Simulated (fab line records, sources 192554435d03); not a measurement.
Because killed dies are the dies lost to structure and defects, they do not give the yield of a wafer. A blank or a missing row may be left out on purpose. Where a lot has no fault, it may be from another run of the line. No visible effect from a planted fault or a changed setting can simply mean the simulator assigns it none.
fab line records	flow n5Finfet
record lots=7	wafers=39
route steps=1938 shown DUMMY_GATE@228 SD_EPI_N@275 SD_EPI_P@312 HKMG_FIN@402
startH: start of the lot's first displayed wafer, in hours after the record's first day	waitH: hours since the lot's step before	" as in the row above	L1.1+2: a row that stands for several wafers	- no value, or no start was given	* or withheld: withheld	< > ~ a bound
route shown NAME@n: names a module that has steps shown in the file, with the first one's number in the route	usual: average and standard deviation across the fault-free wafers	same: alike in all rows	chamber/n: place in a boat	sites: readings site by site	_std_site: standard deviation across them	_edge_site: inner sites' mean taken away from outer sites' mean	radiusMm: how far each site lies from the wafer's centre	mask NAME#n: copy n	behind: tool/chamber where the wafer was last shaped	hold: the reason the lot was held/the length of the hold in hours/how it ended	device: transistor that didn't switch, given as n, p or np	end of line: the same wafers' tests at the end of the route	a step with no rows: only its recipe	killed: count of dies lost to structure and defects at first sort (not the wafer's yield)	map: dies across one wafer; x = killed, . = not, _ = none there
set.NAME: setting as actually run; set.NAME@STEP: the setting as run at that earlier step	model.NAME: the simulator's own value behind a step, which no gauge read
lots run with intentionally changed settings; tables by step, rows by wafer
## steps
# step N5_DUMMY_GATE_EXPOSE_12
# recipe maskId=GATE	na=0.33	sourceShape=annular	sigmaInner=0.2	sigmaOuter=0.6	polarization=unpolarized	targetCdNm=25	doseMj=34
lot.wafer	tool	chamber	startH	waitH	mask	set.doseMj
L078.1+2+5	euvScanner-02	0	71.49	-	GATE#0	35.77
L078.3+4+6	"	0	"	"	GATE#0	34
L081.1+2+3+4+5+6	euvScanner-01	0	89.61	-	GATE#0	34
L082.1+2+4	euvScanner-02	0	95.57	-	GATE#0	36.01
L082.3+5+6	"	0	"	"	GATE#0	34
L083.1+2+5	euvScanner-01	0	103.96	-	GATE#0	34
L083.3+4+6	"	0	"	"	GATE#0	35.96
L084.2+3+6	euvScanner-01	0	108.06	-	GATE#0	34
L091.1+2+5	euvScanner-01	0	146.27	-	GATE#0	34
L091.3+4+6	"	0	"	"	GATE#0	31.36
L097.1+2+3	euvScanner-01	0	183.63	-	GATE#0	34.69
L097.4+5+6	"	0	"	"	GATE#0	34
# step N5_DUMMY_GATE_PEB_13
# recipe pebTempC=100	pebTimeS=60	resist=CAR-EUV
# step N5_DUMMY_GATE_DEVELOP_14
# recipe developTimeS=30	developer=TMAH	resist=CAR-EUV	rinseLiquid=surfactantRinse	dry=airSpin	devTempC=23
# step N5_DUMMY_GATE_CD_MEAS_15
# recipe targetCdNm=25.8	landingEnergyEv=500	detector=seInlens
# usual cdNm=25.01/0.26
lot.wafer	tool	chamber	startH	waitH	set.doseMj@DUMMY_GATE_EXPOSE_12	cdNm
L078.1	cdSem-03	0	71.61	-	35.77	24.80
L078.2	"	0	"	"	35.77	24.23
L078.3	"	0	"	"	34	25.02
L078.4	"	0	"	"	34	24.79
L078.5	"	0	"	"	35.77	24.24
L078.6	"	0	"	"	34	25.32
L081.1	cdSem-02	0	89.74	-	34	25.04
L081.2	"	0	"	"	34	25.05
L081.3	"	0	"	"	34	24.91
L081.4	"	0	"	"	34	25.10
L081.5	"	0	"	"	34	25.20
L081.6	"	0	"	"	34	24.47
L082.1	cdSem-01	0	95.69	-	36.01	23.63
L082.2	"	0	"	"	36.01	23.99
L082.3	"	0	"	"	34	24.92
L082.4	"	0	"	"	36.01	24.02
L082.5	"	0	"	"	34	25.12
L082.6	"	0	"	"	34	25.10
L083.1	cdSem-02	0	104.08	-	34	25.44
L083.2	"	0	"	"	34	25.39
L083.3	"	0	"	"	35.96	23.92
L083.4	"	0	"	"	35.96	23.98
L083.5	"	0	"	"	34	25.12
L083.6	"	0	"	"	35.96	24.44
L084.2	cdSem-02	0	108.19	-	34	25.27
L084.3	"	0	"	"	34	25.21
L084.6	"	0	"	"	34	25.47
L091.1	cdSem-02	0	146.40	-	34	24.70
L091.2	"	0	"	"	34	25.25
L091.3	"	0	"	"	31.36	26.21
L091.4	"	0	"	"	31.36	26.05
L091.5	"	0	"	"	34	24.76
L091.6	"	0	"	"	31.36	26.23
L097.1	cdSem-03	0	183.76	-	34.69	24.57
L097.2	"	0	"	"	34.69	24.87
L097.3	"	0	"	"	34.69	24.78
L097.4	"	0	"	"	34	24.99
L097.5	"	0	"	"	34	25.12
L097.6	"	0	"	"	34	25.17
# step N5_DUMMY_GATE_STRIP_38
# recipe chemistry=N2/H2	tempC=40	n2FlowSccm=200	h2FlowSccm=200	rfFrequencyHz=6e+07
# step N5_DUMMY_GATE_STRIP_39
# recipe chemistry=N2/H2	tempC=40	n2FlowSccm=200	h2FlowSccm=200	rfFrequencyHz=6e+07
# step N5_DUMMY_GATE_TRIM_49
# recipe chemistry=O2	resist=SOC	timeS=29	targetCdNm=14	sourcePowerW=300	biasPowerW=0	O2_flow_sccm=100	tempC=20
lot.wafer	tool	chamber	startH	waitH	set.doseMj@DUMMY_GATE_EXPOSE_12	model.DUMMY_GATE.cdNm
L078.1	rieSi-04	1	72.89	0.0	35.77	13.2
L078.2	"	0	"	"	35.77	13.4
L078.3	"	3	"	"	34	14.4
L078.4	"	2	"	"	34	13.8
L078.5	"	2	"	"	35.77	12.8
L078.6	"	3	"	"	34	14.8
L081.1+4	rieSi-03	3,0	90.28	0.0	34	14.2
L081.2	"	1	"	"	34	13.4
L081.3	"	2	"	"	34	13.6
L081.5	"	2	"	"	34	14
L081.6	"	3	"	"	34	13.8
L082.1	rieSi-04	0	96.05	0.0	36.01	12.8
L082.2+4	"	2,1	"	"	36.01	12.6
L082.3	"	3	"	"	34	14.4
L082.5	"	3	"	"	34	14.2
L082.6	"	0	"	"	34	14
L083.1+5	rieSi-03	1,2	104.44	0.0	34	14.4
L083.2	"	2	"	"	34	14
L083.3+4+6	"	3,3,1	"	"	35.96	13
L084.2	rieSi-01	2	108.54	0.0	34	14
L084.3	"	1	"	"	34	14.6
L084.6	"	3	"	"	34	13.8
L091.1	rieSi-04	1	146.76	0.0	34	13.8
L091.2	"	2	"	"	34	14
L091.3	"	3	"	"	31.36	16.2
L091.4	"	0	"	"	31.36	15
L091.5	"	2	"	"	34	14.4
L091.6	"	1	"	"	31.36	15.4
L097.1+3	rieSi-03	2,3	184.13	0.0	34.69	13.6
L097.2	"	0	"	"	34.69	13.8
L097.4+6	"	1	"	"	34	14.4
L097.5	"	2	"	"	34	13.8
# step N5_DUMMY_GATE_STRIP_40
# recipe chemistry=CF4	resist=SiARC	powerW=300	biasPowerW=75	pressureMtorr=50	cf4FlowSccm=150	rfFrequencyHz=6e+07
# step N5_DUMMY_GATE_CD_MEAS_50
# recipe targetCdNm=14
# usual cdNm=14.2/0.37
lot.wafer	tool	chamber	startH	waitH	set.doseMj@DUMMY_GATE_EXPOSE_12	cdNm
L078.1	cdSem-02	-	73.13	0.0	35.77	13.1
L078.2	"	-	"	"	35.77	13.5
L078.3	"	-	"	"	34	14.5
L078.4	"	-	"	"	34	13.7
L078.5	"	-	"	"	35.77	12.9
L078.6	"	-	"	"	34	14.6
L081.1	cdSem-01	-	90.43	0.0	34	14.4
L081.2	"	-	"	"	34	13.1
L081.3	"	-	"	"	34	13.7
L081.4	"	-	"	"	34	14.0
L081.5	"	-	"	"	34	13.9
L081.6	"	-	"	"	34	14.2
L082.1	cdSem-03	-	96.20	0.0	36.01	12.9
L082.2	"	-	"	"	36.01	12.4
L082.3	"	-	"	"	34	14.3
L082.4	"	-	"	"	36.01	12.7
L082.5	"	-	"	"	34	14.4
L082.6	"	-	"	"	34	13.9
L083.1	cdSem-03	-	104.68	0.0	34	14.5
L083.2	"	-	"	"	34	14.1
L083.3	"	-	"	"	35.96	13.1
L083.4	"	-	"	"	35.96	13.5
L083.5	"	-	"	"	34	14.5
L083.6	"	-	"	"	35.96	13.2
L084.2	cdSem-01	-	108.73	0.0	34	14.2
L084.3	"	-	"	"	34	14.8
L084.6	"	-	"	"	34	13.7
L091.1	cdSem-03	-	147.37	0.0	34	13.7
L091.2	"	-	"	"	34	14.0
L091.3	"	-	"	"	31.36	16.1
L091.4	"	-	"	"	31.36	15.2
L091.5	"	-	"	"	34	14.0
L091.6	"	-	"	"	31.36	15.3
L097.1	cdSem-03	-	184.27	0.0	34.69	13.9
L097.2	"	-	"	"	34.69	13.9
L097.3	"	-	"	"	34.69	13.7
L097.4	"	-	"	"	34	14.3
L097.5	"	-	"	"	34	13.9
L097.6	"	-	"	"	34	14.5
# step N5_DUMMY_GATE_ETCH_32
# recipe chemistry=CF4	target=SiO2	targetDepthA=35	timeS=3.9	ionEnergyEv=350	pressureMtorr=10	icpW=800	biasW=400	cf4FlowSccm=80
lot.wafer	tool	chamber	startH	waitH	set.timeS	model.etch.depthNm
L078.1	rieSi-01	2	73.43	0.1	3.9	3.531
L078.2	"	0	"	"	3.9	3.483
L078.3	"	3	"	"	3.9	3.527
L078.4	"	1	"	"	3.9	3.367
L078.5	"	0	"	"	3.9	3.487
L078.6	"	1	"	"	3.9	3.409
L081.1	rieSi-04	0	90.73	0.1	3.9	3.519
L081.2	"	1	"	"	3.9	3.569
L081.3	"	3	"	"	3.013	2.649
L081.4	"	2	"	"	3.013	2.745
L081.5	"	3	"	"	3.9	3.415
L081.6	"	0	"	"	3.013	2.713
L082.1	rieSi-01	2	96.51	0.1	4.393	3.933
L082.2	"	0	"	"	3.9	3.486
L082.3	"	1	"	"	3.9	3.337
L082.4	"	3	"	"	3.9	3.49
L082.5	"	0	"	"	4.393	3.888
L082.6	"	1	"	"	4.393	3.8
L083.1	rieSi-01	1	104.98	0.1	3.9	3.38
L083.2	"	0	"	"	3.255	2.921
L083.3	"	2	"	"	3.255	2.937
L083.4	"	3	"	"	3.9	3.542
L083.5	"	3	"	"	3.255	2.926
L083.6	"	0	"	"	3.9	3.473
L084.2	rieSi-03	0	109.06	0.1	3.9	3.477
L084.3	"	3	"	"	3.9	3.397
L084.6	"	3	"	"	3.9	3.409
L091.1	rieSi-03	1	147.71	0.1	3.9	3.448
L091.2+4	"	0	"	"	3.9	3.458
L091.3	"	3	"	"	3.9	3.391
L091.5	"	1	"	"	3.9	3.44
L091.6	"	3	"	"	3.9	3.42
L097.1	rieSi-01	0	184.57	0.1	4.462	3.974
L097.2	"	1	"	"	4.462	3.866
L097.3	"	2	"	"	3.9	3.562
L097.4	"	0	"	"	3.9	3.443
L097.5	"	1	"	"	3.9	3.389
L097.6	"	2	"	"	4.462	4.063
# step N5_DUMMY_GATE_ETCH_23
# recipe chemistry=HBr/Cl2/O2	HBr_flow_sccm=150	Cl2_flow_sccm=80	O2_flow_sccm=12	biasW=102	targetDepthA=410	timeS=22.3	target=poly-Si	maskMaterial=SiO2	pressureMtorr=10	icpW=800
# step N5_DUMMY_GATE_ETCH_44
# recipe chemistry=HBr/O2	overEtchFrac=0.7	targetDepthA=1275	stopOn=SiO2	ionEnergyEv=60	biasW=20	target=poly-Si	maskMaterial=SiO2	pressureMtorr=20	icpW=400	HBr_flow_sccm=120	O2_flow_sccm=10
lot.wafer	tool	chamber	startH	waitH	set.doseMj@DUMMY_GATE_EXPOSE_12	model.DUMMY_GATE.cdNm
L078.1	rieSi-01	2	73.52	0.0	35.77	14
L078.2	"	0	"	"	35.77	14.4
L078.3	"	3	"	"	34	15.6
L078.4	"	1	"	"	34	15
L078.5	"	0	"	"	35.77	13.8
L078.6	"	1	"	"	34	16
L081.1+3+5	rieSi-04	0,3,3	90.82	0.0	34	15
L081.2	"	1	"	"	34	14.2
L081.4	"	2	"	"	34	15.2
L081.6	"	0	"	"	34	14.4
L082.1	rieSi-01	2	96.60	0.0	36.01	13.6
L082.2+4	"	0,3	"	"	36.01	13.8
L082.3+6	"	1	"	"	34	15.2
L082.5	"	0	"	"	34	15.4
L083.1	rieSi-01	1	105.07	0.0	34	15.6
L083.2	"	0	"	"	34	15
L083.3+4+6	"	2,3,0	"	"	35.96	14
L083.5	"	3	"	"	34	15.4
L084.2	rieSi-03	0	109.15	0.0	34	15
L084.3	"	3	"	"	34	15.6
L084.6	"	3	"	"	34	14.8
L091.1	rieSi-03	1	147.80	0.0	34	14.6
L091.2	"	0	"	"	34	15
L091.3	"	3	"	"	31.36	17
L091.4	"	0	"	"	31.36	16
L091.5	"	1	"	"	34	15.4
L091.6	"	3	"	"	31.36	16.2
L097.1	rieSi-01	0	184.66	0.0	34.69	14.8
L097.2	"	1	"	"	34.69	15
L097.3	"	2	"	"	34.69	14.6
L097.4	"	0	"	"	34	15.4
L097.5	"	1	"	"	34	14.8
L097.6	"	2	"	"	34	15.6
# step N5_SD_EPI_N_ETCH_35
# recipe chemistry=N2/H2	target=SOC	overetchA=1080	maskMaterial=SiARC	tempC=40	ionEnergyEv=100	sourceW=3000	biasW=133	pressureMtorr=20	timeS=486	n2FlowSccm=200	h2FlowSccm=200
lot.wafer	tool	chamber	startH	waitH	set.timeS	model.SD_EPI_N.cdNm	model.SiARC_of_SD_EPI_N_COAT_33.thkNm
L078.1	rieDiel-04	1	75.13	0.0	486	120	19.8
L078.2	"	0	"	"	486	120.8	20.2
L078.3	"	2	"	"	486	119.2	20
L078.4	"	3	"	"	402.1	116.6	22.4
L078.5	"	2	"	"	402.1	118.2	22.6
L078.6	"	1	"	"	402.1	117.4	22.2
L081.1	rieDiel-01	2	92.39	0.0	486	119.8	20
L081.2	"	0	"	"	405.1	116.6	23
L081.3	"	1	"	"	486	119.2	20
L081.4	"	0	"	"	486	117.8	20.6
L081.5	"	2	"	"	405.1	118.2	22.6
L081.6	"	1	"	"	405.1	116.4	22.6
L082.1	rieDiel-01	3	100.40	0.0	486	119.4	19.6
L082.2	"	2	"	"	486	120.6	20
L082.3	"	0	"	"	486	119	20.4
L082.4	"	2	"	"	486	120.2	20
L082.5	"	3	"	"	486	120.2	19.4
L082.6	"	0	"	"	486	119.4	20.4
L083.1	rieDiel-03	1	106.65	0.0	486	120.6	19.8
L083.2	"	3	"	"	486	120	19.6
L083.3	"	0	"	"	401.1	117.6	23.4
L083.4	"	0	"	"	401.1	119	23.4
L083.5	"	1	"	"	401.1	118.6	22.4
L083.6	"	3	"	"	486	120.2	19.6
L084.2	rieDiel-01	0	110.72	0.0	486	119.2	20.6
L084.3	"	2	"	"	486	118.8	20
L084.6	"	3	"	"	486	119.4	19.6
L091.1+5	rieDiel-04	0	149.71	0.0	486	120.4	20.4
L091.2	"	1	"	"	600.5	125	16
L091.3	"	3	"	"	600.5	124.2	16.2
L091.4	"	2	"	"	600.5	122.8	16.2
L091.6	"	1	"	"	486	120.6	19.8
L097.1	rieDiel-03	0	186.56	0.0	594.8	123	16.4
L097.2	"	1	"	"	486	120.6	20
L097.3	"	3	"	"	594.8	124.4	16
L097.4	"	2	"	"	486	121.8	19.2
L097.5	"	1	"	"	594.8	123.8	16.4
L097.6	"	0	"	"	486	119.4	19.8
# step N5_SD_EPI_N_STRIP_36
# recipe chemistry=N2/H2	tempC=40	n2FlowSccm=200	h2FlowSccm=200	rfFrequencyHz=6e+07
# step N5_SD_EPI_N_ETCHBACK_44
# recipe chemistry=CH3F/O2	mode=anisotropicEtchback	target=SiNx	targetDepthA=145	stopOn=SiO2	overEtchFrac=0.3	ionEnergyEv=120	pressureMtorr=30	sourceW=395	biasW=73	Ar_flow_sccm=150	CH3F_flow_sccm=30	O2_flow_sccm=20
lot.wafer	tool	chamber	startH	waitH	set.timeS@SD_EPI_N_ETCH_35	model.SD_EPI_N.cdNm
L078.1	rieDiel-04	1	75.45	0.0	486	120
L078.2	"	0	"	"	486	121
L078.3	"	2	"	"	486	119
L078.4	"	3	"	"	402.1	116.6
L078.5	"	2	"	"	402.1	118
L078.6	"	1	"	"	402.1	117.4
L081.1	rieDiel-01	2	92.72	0.0	486	119.8
L081.2	"	0	"	"	405.1	116.6
L081.3	"	1	"	"	486	119.2
L081.4	"	0	"	"	486	117.8
L081.5	"	2	"	"	405.1	118
L081.6	"	1	"	"	405.1	116.4
L082.1+6	rieDiel-01	3,0	100.72	0.0	486	119.4
L082.2	"	2	"	"	486	120.4
L082.3	"	0	"	"	486	119
L082.4+5	"	2,3	"	"	486	120.2
L083.1	rieDiel-03	1	106.97	0.0	486	120.6
L083.2	"	3	"	"	486	119.8
L083.3	"	0	"	"	401.1	117.8
L083.4	"	0	"	"	401.1	119
L083.5	"	1	"	"	401.1	118.6
L083.6	"	3	"	"	486	120.2
L084.2	rieDiel-01	0	111.05	0.0	486	119.2
L084.3	"	2	"	"	486	118.8
L084.6	"	3	"	"	486	119.4
L091.1+6	rieDiel-04	0,1	150.03	0.0	486	120.6
L091.2	"	1	"	"	600.5	125
L091.3	"	3	"	"	600.5	124.2
L091.4	"	2	"	"	600.5	122.8
L091.5	"	0	"	"	486	120.4
L097.1	rieDiel-03	0	186.89	0.0	594.8	123
L097.2	"	1	"	"	486	120.6
L097.3	"	3	"	"	594.8	124.4
L097.4	"	2	"	"	486	122
L097.5	"	1	"	"	594.8	123.8
L097.6	"	0	"	"	486	119.4
# step N5_SD_EPI_N_ETCH_45
# recipe chemistry=CH3F/O2	target=SiOCN	targetDepthA=60	maskMaterial=SOC	ionEnergyEv=60	biasW=29	pressureMtorr=15	sourceW=410	Ar_flow_sccm=150	CH3F_flow_sccm=30	O2_flow_sccm=20
# step N5_SD_EPI_N_ETCH_16
# recipe chemistry=CHF3/O2	target=SiO2	targetDepthA=50	maskMaterial=SOC	pressureMtorr=30	sourceW=650	biasW=170	Ar_flow_sccm=200	CHF3_flow_sccm=50	O2_flow_sccm=5	ionEnergyEv=200
lot.wafer	tool	chamber	startH	waitH	set.timeS@SD_EPI_N_ETCH_35	model.SiARC_of_SD_EPI_N_COAT_33.thkNm
L078.1	rieDiel-04	1	75.65	0.1	486	12.2
L078.2	"	0	"	"	486	13
L078.3	"	2	"	"	486	12.8
L078.4	"	3	"	"	402.1	15
L078.5	"	2	"	"	402.1	15.4
L078.6	"	1	"	"	402.1	14.8
L081.1	rieDiel-01	2	92.92	0.1	486	13
L081.2	"	0	"	"	405.1	16
L081.3	"	1	"	"	486	12.8
L081.4	"	0	"	"	486	13.6
L081.5	"	2	"	"	405.1	15.4
L081.6	"	1	"	"	405.1	15.2
L082.1+5	rieDiel-01	3	100.92	0.1	486	12.2
L082.2+4	"	2	"	"	486	12.8
L082.3+6	"	0	"	"	486	13.4
L083.1	rieDiel-03	1	107.17	0.1	486	12.6
L083.2+6	"	3	"	"	486	12.2
L083.3+4	"	0	"	"	401.1	16.6
L083.5	"	1	"	"	401.1	15.2
L084.2	rieDiel-01	0	111.25	0.1	486	13.6
L084.3	"	2	"	"	486	13
L084.6	"	3	"	"	486	12.2
L091.1	rieDiel-04	0	150.23	0.1	486	13.4
L091.2	"	1	"	"	600.5	8.6
L091.3	"	3	"	"	600.5	8.8
L091.4	"	2	"	"	600.5	9
L091.5	"	0	"	"	486	13.2
L091.6	"	1	"	"	486	12.4
L097.1+5	rieDiel-03	0,1	187.09	0.1	594.8	9
L097.2	"	1	"	"	486	12.6
L097.3	"	3	"	"	594.8	8.6
L097.4	"	2	"	"	486	11.8
L097.6	"	0	"	"	486	12.4
# step N5_SD_EPI_P_ETCH_16
# recipe chemistry=CHF3/O2	target=SiO2	targetDepthA=50	maskMaterial=SOC	pressureMtorr=30	sourceW=650	biasW=170	Ar_flow_sccm=200	CHF3_flow_sccm=50	O2_flow_sccm=5	ionEnergyEv=200
lot.wafer	tool	chamber	startH	waitH	set.targetDepthA	model.etch.depthNm
L078.1	rieDiel-05	2	80.59	0.1	44.88	4.485
L078.2	"	1	"	"	50	4.849
L078.3	"	0	"	"	44.88	4.529
L078.4	"	3	"	"	50	5.027
L078.5	"	0	"	"	44.88	4.535
L078.6	"	1	"	"	50	4.882
L081.1	rieDiel-06	1	97.40	0.1	50	4.886
L081.2	"	3	"	"	50	5.111
L081.3	"	0	"	"	52.03	5.336
L081.4	"	2	"	"	52.03	5.154
L081.5	"	2	"	"	52.03	5.157
L081.6	"	1	"	"	50	4.92
L082.1	rieDiel-02	3	105.37	0.1	50	4.998
L082.2	"	2	"	"	50	5.051
L082.3	"	0	"	"	50	4.978
L082.4	"	0	"	"	50	5.014
L082.5	"	3	"	"	50	4.956
L082.6	"	2	"	"	50	5.116
L083.1	rieDiel-05	0	111.48	0.1	43.7	4.389
L083.2	"	1	"	"	50	4.84
L083.3	"	2	"	"	43.7	4.347
L083.4	"	3	"	"	50	4.941
L083.5	"	1	"	"	50	4.829
L083.6	"	0	"	"	43.7	4.428
L084.2	rieDiel-05	0	115.87	0.1	50	5.051
L084.3	"	2	"	"	50	4.91
L084.6	"	1	"	"	50	4.764
L091.1	rieDiel-06	1	155.21	0.1	56.37	5.471
L091.2	"	0	"	"	56.37	5.742
L091.3	"	2	"	"	50	5.017
L091.4	"	3	"	"	50	5.163
L091.5	"	0	"	"	50	5.106
L091.6	"	1	"	"	56.37	5.509
L097.1	rieDiel-06	1	192.01	0.1	50	4.925
L097.2	"	0	"	"	50	5.031
L097.3	"	2	"	"	50	5.017
L097.4	"	3	"	"	50	5.104
L097.5	"	0	"	"	50	5.089
L097.6	"	3	"	"	50	5.108
# step N5_HKMG_FIN_ETCH_54
# recipe chemistry=CF4	target=SiARC	targetDepthA=455	maskMaterial=CAR-ArF	timeS=75.8	ionEnergyEv=80	pressureMtorr=40	sourceW=545	biasW=36	Ar_flow_sccm=100	cf4FlowSccm=100	ends=cleared
# usual rfVppV=183.9/1.1
lot.wafer	tool	chamber	startH	waitH	set.biasW	rfVppV
L078.1	rieDiel-03	3	97.13	0.0	36	186.7
L078.2	"	2	"	"	36	183.8
L078.3	"	1	"	"	36	184.8
L078.4	"	0	"	"	36	184.7
L078.5	"	3	"	"	36	185.3
L078.6	"	0	"	"	36	186.3
L081.1	rieDiel-04	2	122.32	0.0	36	183.5
L081.2	"	0	"	"	36	184.7
L081.3	"	1	"	"	42.41	203.9
L081.4	"	3	"	"	36	181.2
L081.5	"	2	"	"	42.41	204.9
L081.6	"	3	"	"	42.41	205.2
L082.1	rieDiel-01	2	122.92	0.0	40.04	195.8
L082.2	"	1	"	"	40.04	195.0
L082.3	"	0	"	"	40.04	198.5
L082.4	"	3	"	"	36	184.0
L082.5	"	2	"	"	36	183.0
L082.6	"	3	"	"	36	183.4
L083.1	rieDiel-04	1	127.61	0.0	36	183.1
L083.2	"	2	"	"	36	183.5
L083.3	"	3	"	"	36	184.8
L083.4	"	0	"	"	36	183.5
L083.5	"	2	"	"	36	183.6
L083.6	"	1	"	"	36	182.8
L084.2	rieDiel-04	2	133.26	0.0	36	183.7
L084.3	"	1	"	"	36	183.5
L084.6	"	0	"	"	36	185.2
L091.1	rieDiel-01	3	172.76	0.0	29.65	162.8
L091.2	"	1	"	"	36	182.6
L091.3	"	2	"	"	29.65	161.1
L091.4	"	0	"	"	36	185.4
L091.5	"	0	"	"	36	184.0
L091.6	"	3	"	"	29.65	161.9
L097.1	rieDiel-01	0	208.54	0.0	39.1	195.5
L097.2	"	1	"	"	36	183.7
L097.3	"	3	"	"	36	184.7
L097.4	"	0	"	"	36	184.1
L097.5	"	3	"	"	39.1	194.1
L097.6	"	1	"	"	39.1	192.0
## key
split step=N5_DUMMY_GATE_EXPOSE_12	setting=doseMj	stated=34	by=wafer
response step=N5_DUMMY_GATE_CD_MEAS_15	reading=cdNm	change=-0.173	per=1%	r=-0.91
response step=N5_DUMMY_GATE_TRIM_49	reading=model.DUMMY_GATE.cdNm	change=-0.22	per=1%	r=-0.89
response step=N5_DUMMY_GATE_CD_MEAS_50	reading=cdNm	change=-0.213	per=1%	r=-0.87
response step=N5_DUMMY_GATE_ETCH_44	reading=model.DUMMY_GATE.cdNm	change=-0.227	per=1%	r=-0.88
split step=N5_DUMMY_GATE_ETCH_32	setting=timeS	stated=3.9	by=wafer
response step=N5_DUMMY_GATE_ETCH_32	reading=model.etch.depthNm	change=+0.0344	per=1%	r=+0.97
split step=N5_SD_EPI_N_ETCH_35	setting=timeS	stated=486	by=wafer
response step=N5_SD_EPI_N_ETCH_35	reading=model.SD_EPI_N.cdNm	change=+0.135	per=1%	r=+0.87
response step=N5_SD_EPI_N_ETCH_35	reading=model.SiARC_of_SD_EPI_N_COAT_33.thkNm	change=-0.163	per=1%	r=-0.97
response step=N5_SD_EPI_N_ETCHBACK_44	reading=model.SD_EPI_N.cdNm	change=+0.134	per=1%	r=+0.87
response step=N5_SD_EPI_N_ETCH_16	reading=model.SiARC_of_SD_EPI_N_COAT_33.thkNm	change=-0.167	per=1%	r=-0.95
split step=N5_SD_EPI_P_ETCH_16	setting=targetDepthA	stated=50	by=wafer
response step=N5_SD_EPI_P_ETCH_16	reading=model.etch.depthNm	change=+0.0391	per=1%	r=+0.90
split step=N5_HKMG_FIN_ETCH_54	setting=biasW	stated=36	by=wafer
response step=N5_HKMG_FIN_ETCH_54	reading=rfVppV	change=+1.21	per=1%	r=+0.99
